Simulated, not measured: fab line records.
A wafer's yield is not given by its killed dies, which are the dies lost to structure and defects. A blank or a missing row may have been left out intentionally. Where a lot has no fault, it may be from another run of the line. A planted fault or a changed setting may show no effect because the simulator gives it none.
A sampling plan put to the test ; flow nand-harc ; each of the 31 faults these records tell of, on one fab line, judged from the records of the lots it struck
Plan = the line's own looks (route steps where a gauge or an inspection reads the wafer without altering it). A look can be judged if struck wafers have a number there and the file gives its usual mean and standard deviation on fault-free wafers. Caught: the struck wafers' mean, at a look after the fault's first step, is 4 or more of those standard deviations (sigma) away from the usual mean. On the tool: the identical test, applied to the tool's own readings at the steps of the fault. Also counted as caught: the struck wafers showing another recipe, or a record that is empty for them alone.

## THE FAULTS, as the simulator had put them in
1. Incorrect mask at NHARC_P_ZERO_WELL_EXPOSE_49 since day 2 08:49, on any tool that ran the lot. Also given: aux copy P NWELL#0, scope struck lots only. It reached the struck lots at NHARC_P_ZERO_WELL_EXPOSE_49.
2. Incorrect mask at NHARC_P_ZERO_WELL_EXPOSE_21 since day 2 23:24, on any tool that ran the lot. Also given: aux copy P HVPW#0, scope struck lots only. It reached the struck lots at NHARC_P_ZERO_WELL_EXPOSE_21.
3. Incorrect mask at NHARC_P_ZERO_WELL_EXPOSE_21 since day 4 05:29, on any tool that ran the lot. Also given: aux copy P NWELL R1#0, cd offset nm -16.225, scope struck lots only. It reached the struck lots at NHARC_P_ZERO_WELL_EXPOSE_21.
4. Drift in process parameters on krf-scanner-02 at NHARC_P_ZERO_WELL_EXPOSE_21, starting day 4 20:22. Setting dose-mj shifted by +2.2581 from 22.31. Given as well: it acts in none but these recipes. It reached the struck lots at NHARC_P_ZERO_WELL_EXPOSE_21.
5. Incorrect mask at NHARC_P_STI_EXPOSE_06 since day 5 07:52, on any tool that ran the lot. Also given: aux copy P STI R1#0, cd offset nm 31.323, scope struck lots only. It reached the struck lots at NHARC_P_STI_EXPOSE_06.
6. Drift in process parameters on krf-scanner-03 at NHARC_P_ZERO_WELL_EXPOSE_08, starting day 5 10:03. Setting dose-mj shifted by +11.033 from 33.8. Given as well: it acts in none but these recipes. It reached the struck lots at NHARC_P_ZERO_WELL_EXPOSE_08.
7. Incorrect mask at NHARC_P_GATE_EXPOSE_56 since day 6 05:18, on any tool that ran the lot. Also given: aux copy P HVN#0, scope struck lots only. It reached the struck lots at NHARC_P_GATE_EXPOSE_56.
8. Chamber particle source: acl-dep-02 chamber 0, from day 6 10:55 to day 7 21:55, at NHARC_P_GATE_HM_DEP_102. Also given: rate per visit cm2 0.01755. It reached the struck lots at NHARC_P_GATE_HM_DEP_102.
9. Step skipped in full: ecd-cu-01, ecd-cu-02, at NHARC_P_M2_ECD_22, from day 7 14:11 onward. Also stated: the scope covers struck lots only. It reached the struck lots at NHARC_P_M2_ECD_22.
10. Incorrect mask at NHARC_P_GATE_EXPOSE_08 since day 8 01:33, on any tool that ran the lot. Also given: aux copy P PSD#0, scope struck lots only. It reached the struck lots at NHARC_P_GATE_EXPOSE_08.
11. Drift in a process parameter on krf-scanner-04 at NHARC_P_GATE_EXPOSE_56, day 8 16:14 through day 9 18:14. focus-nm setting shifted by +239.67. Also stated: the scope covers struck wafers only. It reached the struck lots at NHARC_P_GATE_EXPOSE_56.
12. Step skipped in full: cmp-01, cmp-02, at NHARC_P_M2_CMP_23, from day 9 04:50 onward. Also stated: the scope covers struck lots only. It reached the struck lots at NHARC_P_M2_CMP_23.
13. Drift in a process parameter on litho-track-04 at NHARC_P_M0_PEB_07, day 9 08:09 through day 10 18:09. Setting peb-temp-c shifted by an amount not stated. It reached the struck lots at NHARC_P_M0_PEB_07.
14. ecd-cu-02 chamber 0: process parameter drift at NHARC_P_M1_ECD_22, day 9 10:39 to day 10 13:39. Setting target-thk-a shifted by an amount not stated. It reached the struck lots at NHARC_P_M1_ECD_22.
15. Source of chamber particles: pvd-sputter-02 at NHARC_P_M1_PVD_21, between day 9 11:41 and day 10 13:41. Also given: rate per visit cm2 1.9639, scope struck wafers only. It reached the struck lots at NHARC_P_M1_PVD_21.
16. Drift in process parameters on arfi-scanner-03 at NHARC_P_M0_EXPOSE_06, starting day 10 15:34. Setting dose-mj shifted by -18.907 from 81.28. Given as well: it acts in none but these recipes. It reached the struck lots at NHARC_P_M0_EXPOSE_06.
17. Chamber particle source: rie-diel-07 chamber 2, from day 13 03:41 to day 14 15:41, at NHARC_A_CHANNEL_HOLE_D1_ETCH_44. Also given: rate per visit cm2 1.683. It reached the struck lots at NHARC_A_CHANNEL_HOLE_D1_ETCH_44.
18. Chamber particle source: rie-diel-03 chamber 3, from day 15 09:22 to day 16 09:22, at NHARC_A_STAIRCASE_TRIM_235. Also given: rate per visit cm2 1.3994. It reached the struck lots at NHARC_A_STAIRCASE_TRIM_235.
19. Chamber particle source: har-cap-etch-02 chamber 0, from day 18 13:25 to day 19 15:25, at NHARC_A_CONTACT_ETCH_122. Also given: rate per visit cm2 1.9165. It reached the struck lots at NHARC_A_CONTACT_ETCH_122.
20. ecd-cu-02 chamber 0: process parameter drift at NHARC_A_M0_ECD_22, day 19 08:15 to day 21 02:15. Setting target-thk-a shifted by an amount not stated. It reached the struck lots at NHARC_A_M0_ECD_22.
21. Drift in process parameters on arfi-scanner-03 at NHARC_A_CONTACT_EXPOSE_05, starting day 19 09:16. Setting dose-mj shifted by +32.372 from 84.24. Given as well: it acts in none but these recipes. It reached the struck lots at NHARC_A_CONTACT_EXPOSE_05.
22. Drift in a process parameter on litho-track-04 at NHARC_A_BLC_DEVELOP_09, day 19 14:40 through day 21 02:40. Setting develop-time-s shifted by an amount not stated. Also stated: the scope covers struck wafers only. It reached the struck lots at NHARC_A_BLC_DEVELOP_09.
23. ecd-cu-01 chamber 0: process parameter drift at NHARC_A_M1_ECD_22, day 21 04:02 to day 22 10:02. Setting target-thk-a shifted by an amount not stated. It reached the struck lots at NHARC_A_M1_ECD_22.
24. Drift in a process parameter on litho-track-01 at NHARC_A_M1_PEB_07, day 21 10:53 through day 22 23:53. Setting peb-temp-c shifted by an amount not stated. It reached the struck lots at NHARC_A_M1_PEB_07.
25. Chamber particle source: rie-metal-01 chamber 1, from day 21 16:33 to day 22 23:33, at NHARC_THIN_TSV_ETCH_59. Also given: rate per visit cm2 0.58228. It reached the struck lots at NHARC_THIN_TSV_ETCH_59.
26. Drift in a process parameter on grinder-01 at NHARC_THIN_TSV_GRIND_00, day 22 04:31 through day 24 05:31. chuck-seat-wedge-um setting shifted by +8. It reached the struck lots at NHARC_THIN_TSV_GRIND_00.
27. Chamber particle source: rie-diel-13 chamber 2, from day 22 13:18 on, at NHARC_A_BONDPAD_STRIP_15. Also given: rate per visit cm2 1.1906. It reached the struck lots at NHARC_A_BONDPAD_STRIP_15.
28. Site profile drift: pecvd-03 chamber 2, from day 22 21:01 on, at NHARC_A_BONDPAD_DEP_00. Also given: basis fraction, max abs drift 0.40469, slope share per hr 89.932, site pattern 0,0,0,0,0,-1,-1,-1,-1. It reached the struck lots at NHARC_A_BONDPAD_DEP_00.
29. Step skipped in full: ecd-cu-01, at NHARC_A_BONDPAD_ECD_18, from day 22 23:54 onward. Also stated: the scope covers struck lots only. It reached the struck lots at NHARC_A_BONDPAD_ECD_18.
30. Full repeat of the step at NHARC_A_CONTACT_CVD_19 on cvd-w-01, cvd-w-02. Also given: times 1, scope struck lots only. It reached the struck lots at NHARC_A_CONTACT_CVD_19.
31. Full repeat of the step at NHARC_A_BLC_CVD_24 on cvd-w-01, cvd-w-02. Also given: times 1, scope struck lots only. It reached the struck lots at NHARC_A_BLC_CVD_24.

## WHAT THE PLAN SAW
fault;on the tool itself;first look that catches it;reading, sigma;median hours from its first step to that look;hours from the fault's start to the first struck lot there;judged looks passed uncaught
1;under 2 sigma;no look after it can be judged;-;-;-;0
2;under 2 sigma;not the one look that can be judged after it;-;-;-;1
3;no reading that can be judged;NHARC_P_ZERO_WELL_CD_MEAS_24;cd-nm -7.3;0.2;3;0
4;exposure-dose-mJ-cm2 +99 or beyond sigma;NHARC_P_ZERO_WELL_CD_MEAS_24;cd-nm +8.6;0.2;6;0
5;under 2 sigma;NHARC_P_STI_CD_MEAS_09;cd-nm +11;0.1;3;0
6;exposure-dose-mJ-cm2 +99 or beyond sigma;NHARC_P_ZERO_WELL_CD_MEAS_11;cd-nm +29;0.1;9;0
7;under 2 sigma;no look after it can be judged;-;-;-;0
8;under 2 sigma;NHARC_P_GATE_INSPECT_28;raw-defect-count +4.1;1.4;8;0
9;the tool's record is blank for the struck wafers;NHARC_P_M2_THK_MEAS_24;thk-nm -81;1.0;5;0
10;under 2 sigma;not the one look that can be judged after it;-;-;-;1
11;no reading that can be judged;NHARC_P_GATE_CD_MEAS_59;cd-nm +5.1;0.2;4;0
12;the tool's record is blank for the struck wafers;NHARC_P_M2_THK_MEAS_24;thk-nm +99 or beyond;0.3;7;0
13;plate-temp-C -7.0 sigma;NHARC_P_M0_CD_MEAS_09;cd-nm -4.8;0.1;21;0
14;no reading that can be judged;NHARC_P_M1_THK_MEAS_24;thk-nm -23;1.0;4;0
15;under 2 sigma;NHARC_END_SORT_01;killed-at-periphery +36;316.2;308;0
16;exposure-dose-mJ-cm2 -99 or beyond sigma;NHARC_P_M0_CD_MEAS_09;cd-nm -23;0.1;10;0
17;under 2 sigma;NHARC_A_CHANNEL_HOLE_D1_INSPECT_40;raw-defect-count +64;1.0;9;1
18;under 2 sigma;NHARC_END_SORT_01;killed-at-array +8.1;228.8;238;0
19;no reading that can be judged;NHARC_END_SORT_01;killed-at-array +10;68.9;73;2
20;no reading that can be judged;no look after it can be judged;-;-;-;0
21;exposure-dose-mJ-cm2 +99 or beyond sigma;NHARC_A_CONTACT_CD_MEAS_08;cd-nm +45;0.1;17;0
22;under 2 sigma;not the one look that can be judged after it;strongest: cd-nm at NHARC_A_BLC_CD_MEAS_10, -2.7;-;-;1
23;no reading that can be judged;not the one look that can be judged after it;-;-;-;1
24;plate-temp-C +14 sigma;NHARC_A_M1_CD_MEAS_09;cd-nm +8.1;0.1;6;0
25;under 2 sigma;NHARC_END_SORT_01;killed-at-other +88;8.0;18;1
26;under 2 sigma;NHARC_THIN_TSV_THK_MEAS_02;thk-nm -14;1.5;25;0
27;under 2 sigma;NHARC_END_SORT_01;sort_bin_3_pct +18;33.9;39;0
28;under 2 sigma;NHARC_A_BONDPAD_THK_MEAS_30;thk-nm -25;0.6;7;0
29;the tool's record is blank for the struck wafers;NHARC_A_BONDPAD_THK_MEAS_20;thk-nm -87;1.0;7;0
30;under 2 sigma;not the one look that can be judged after it;-;-;-;1
31;under 2 sigma;no look after it can be judged;-;-;-;0
Dash: fault not caught, or number not given in these records.

Caught at a look: 22 of 31. Caught on the tool: 9 of 31. By one or the other: 22 of 31.
Caught at a look alone: faults 3, 5, 8, 11, 14, 15, 17, 18, 19, 25, 26, 27, 28.
Caught by neither: faults 1, 2, 7, 10, 20, 22, 23, 30, 31.

## THINNER SAMPLING
Were the look that catches a fault to measure just every second or every third lot (counted by lot number), the first struck lot would, at worst, be measured this late:
fault;struck lots at that look, in order of time;every lot;every second lot;every third lot
3;L855;3 h;may miss it;may miss it
4;L416, L421;6 h;36 h;may miss all 2
5;L920;3 h;may miss it;may miss it
6;L872, L877;9 h;39 h;may miss all 2
8;L599, L601;8 h;may miss all 2;may miss all 2
9;L549, L548;5 h;7 h;may miss all 2
11;L405, L408;4 h;14 h;may miss all 2
12;L462, L463, L464;7 h;9 h;14 h
13;L168, L171;21 h;34 h;may miss all 2
14;L370, L373;4 h;21 h;may miss all 2
15;L500, L503;308 h;351 h;may miss all 2
16;L818;10 h;may miss it;may miss it
17;L160, L161;9 h;24 h;may miss all 2
18;L957;238 h;may miss it;may miss it
19;L221, L225;73 h;may miss all 2;may miss all 2
21;L197, L196;17 h;20 h;may miss all 2
24;L913, L916;6 h;24 h;may miss all 2
25;L127, L129;18 h;may miss all 2;may miss all 2
26;L900;25 h;may miss it;may miss it
27;L927, L929;39 h;may miss all 2;may miss all 2
28;L283, L284;7 h;29 h;may miss all 2
29;L739, L741;7 h;may miss all 2;may miss all 2
Hours: fault start to first struck lot measured. 4 sigma limit: tested on the pooled struck wafers, so a lone lot may be under it. Other struck lots may not be in these records.

## THE LONGEST TIMED WAY FROM STEP TO LOOK
For fault 15, NHARC_P_M1_PVD_21 and NHARC_END_SORT_01 are separated by a median of 316.2 hours. No look between them can be judged.
